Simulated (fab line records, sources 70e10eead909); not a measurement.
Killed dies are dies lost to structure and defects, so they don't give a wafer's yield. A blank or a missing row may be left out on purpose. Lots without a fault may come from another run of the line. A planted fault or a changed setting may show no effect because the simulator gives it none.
Chamber matching | flow nand_harc | NHARC_A_CHANNEL_FILL_D1_ALD_25 on ald_hk-01: 4 sister chambers
The step deposits SiOx, target thk 60 nm, pulse time 10 s, ald cycles 600. 14 wafers are shown with their chamber, then 7 later ones without.

WAFERS WITH THEIR CHAMBER
wafer  | chamber | heater_power_w (W) | precursor_pulse_height_rel
L078.1 | 2       | 405                | 0.989
L078.4 | 3       | 515                | 0.997
L078.2 | 0       | 439                | 0.983
L078.3 | 1       | 433                | 0.990
L078.5 | 2       | 402                | 1.054
L078.6 | 3       | 511                | 1.013
L083.3 | 3       | 511                | 0.990
L083.5 | 2       | 417                | 0.995
L083.6 | 3       | 504                | 0.985
L088.2 | 1       | 426                | 1.028
L088.4 | 0       | 445                | 0.969
L088.5 | 2       | 407                | 1.018
L090.2 | 1       | 414                | 1.031
L090.4 | 0       | 447                | 0.986

SIGNATURES (means of the wafers above)
reading                    | chamber 0 | chamber 1 | chamber 2 | chamber 3 | scatter within a chamber
heater_power_w             | 443.67    | 424.33    | 407.75    | 510.25    | 6.39
precursor_pulse_height_rel | 0.97933   | 1.01633   | 1.01400   | 0.99625   | 0.0206
Rule: a wafer's distance from a chamber is the root of the sum, over the readings, of the square of ((its reading less the chamber's mean) divided by the reading's scatter). The wafer belongs to the nearest chamber; if the next one is less than 2 further off, it can't be placed. The scatter: the root of (the sum of the squares of (reading less its chamber's mean) over the shown wafers, divided by (wafers less chambers)).

WAFERS WITHOUT THEIR CHAMBER
wafer  | heater_power_w (W) | precursor_pulse_height_rel
L090.6 | 517                | 1.006
L093.4 | 516                | 0.998
L093.2 | 440                | 0.977
L093.5 | 507                | 1.026
L097.1 | 421                | 0.988
L097.2 | 447                | 1.005
L097.5 | 421                | 1.029

WHICH CHAMBER EACH WENT THROUGH
wafer  | from the rows above     | in truth
L090.6 | 3                       | 3
L093.4 | 3                       | 3
L093.2 | 0                       | 0
L093.5 | 3                       | 3
L097.1 | can't be placed: 1 or 2 | 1
L097.2 | 0                       | 0
L097.5 | can't be placed: 1 or 2 | 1
Placed correctly: 5 of 7. Can't be placed from these rows: 2 (the true chamber is among the candidates in 2). Placed wrongly: 0.
